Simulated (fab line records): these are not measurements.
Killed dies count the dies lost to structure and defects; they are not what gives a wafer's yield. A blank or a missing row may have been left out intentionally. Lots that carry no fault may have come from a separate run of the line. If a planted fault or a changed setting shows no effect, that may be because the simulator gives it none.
Which tool did it? | flow nand_harc | 36 wafers from 12 lots sampled at 3 of the route's 1159 steps

== WHAT EACH GAUGE READ, for each wafer ==
NHARC_A_BLC_OVL_MEAS_11.
lot  | measured     | on         | overlay_x_nm (nm)
L077 | day 17 12:27 | overlay-02 | 0.4 0.2 0.4
L076 | day 17 16:14 | overlay-02 | -1.1 -0.9 -1.1
L079 | day 18 23:31 | overlay-02 | -1.8 -1.8 -1.7
L080 | day 19 12:37 | overlay-01 | -0.6 -0.6 -0.3
L083 | day 19 16:34 | overlay-01 | 1.6 1.8 2.0
L085 | day 20 01:58 | overlay-02 | 0.7 0.5 0.6
L087 | day 20 07:44 | overlay-01 | 1.1 1.0 0.9
L089 | day 21 10:21 | overlay-01 | 3.0 2.0 2.6
L090 | day 21 12:22 | overlay-02 | 0.8 0.5 0.6
L093 | day 21 22:06 | overlay-01 | -2.4 -2.3 -2.2
L095 | day 23 01:46 | overlay-02 | 0.0 -0.3 -0.6
L096 | day 23 03:24 | overlay-02 | 0.2 0.6 0.6

== EACH LOT AND THE TOOL THAT RAN IT (in order: tool; ch and the chambers of the sampled wafers; start) ==
lot  | NHARC_A_CONTACT_ETCH_92            | NHARC_A_CONTACT_STRIP_26
L077 | rie_diel-11 ch 2,3, day 17 04:28   | rie_diel-11 ch 1,2,3, day 17 12:27 or earlier
L076 | rie_diel-11 ch 1,3, day 17 12:58   | rie_diel-11 ch 1,3, day 17 16:14 or earlier
L079 | rie_diel-12 ch 1,3, day 18 18:56   | rie_diel-11 ch 0,2,3, day 18 23:31 or earlier
L080 | rie_diel-12 ch 0,2,3, day 19 09:11 | rie_diel-13 ch 0,1,3, day 19 12:37 or earlier
L083 | rie_diel-13 ch 0,1,3, day 19 12:34 | rie_diel-11 ch 0,1,2, day 19 16:34 or earlier
L085 | rie_diel-11 ch 0,1, day 19 22:14   | rie_diel-12 ch 0,1,2, day 20 01:58 or earlier
L087 | rie_diel-12 ch 0,2,3, day 20 01:42 | rie_diel-11 ch 2,3, day 20 07:44 or earlier
L089 | rie_diel-11 ch 0,1,3, day 21 04:30 | rie_diel-11 ch 0,2,3, day 21 10:21 or earlier
L090 | rie_diel-12 ch 1,2, day 21 08:53   | rie_diel-11 ch 0,1,2, day 21 12:22 or earlier
L093 | rie_diel-11 ch 0,1,2, day 21 14:35 | rie_diel-11 ch 1,2,3, day 21 22:06 or earlier
L095 | rie_diel-13 ch 0,3, day 22 22:22   | rie_diel-12 ch 0,1, day 23 01:46 or earlier
L096 | rie_diel-12 ch 1,2,3, day 23 00:08 | rie_diel-13 ch 0,1,3, day 23 03:24 or earlier
- NHARC_A_CONTACT_ETCH_92: etches the open film in CH3F/O2, target depth 40 nm, time 85.7 s.
- NHARC_A_CONTACT_STRIP_26: strips in O2.

== THE ANSWER, worked out from the rows above alone ==
Rule: the usual values come from the lots themselves. The widest of any qualifying gaps counts: lots, ordered by their means at a reading, are off when they make up no more than a third of the lots, leave a main group of 4 or more, and stand apart from it by 3 or more times the standard deviation of that group's means. Not used: any main group whose means are identical at the precision the tables above print for the reading. Also off: a lot with no number at a reading for which 4 or more lots have one. Any other lot the step has rows for is counted as sound.
No lot is off at any reading shown: from this, nothing can be told.

== WHAT WAS PUT IN BY THE SIMULATOR ==
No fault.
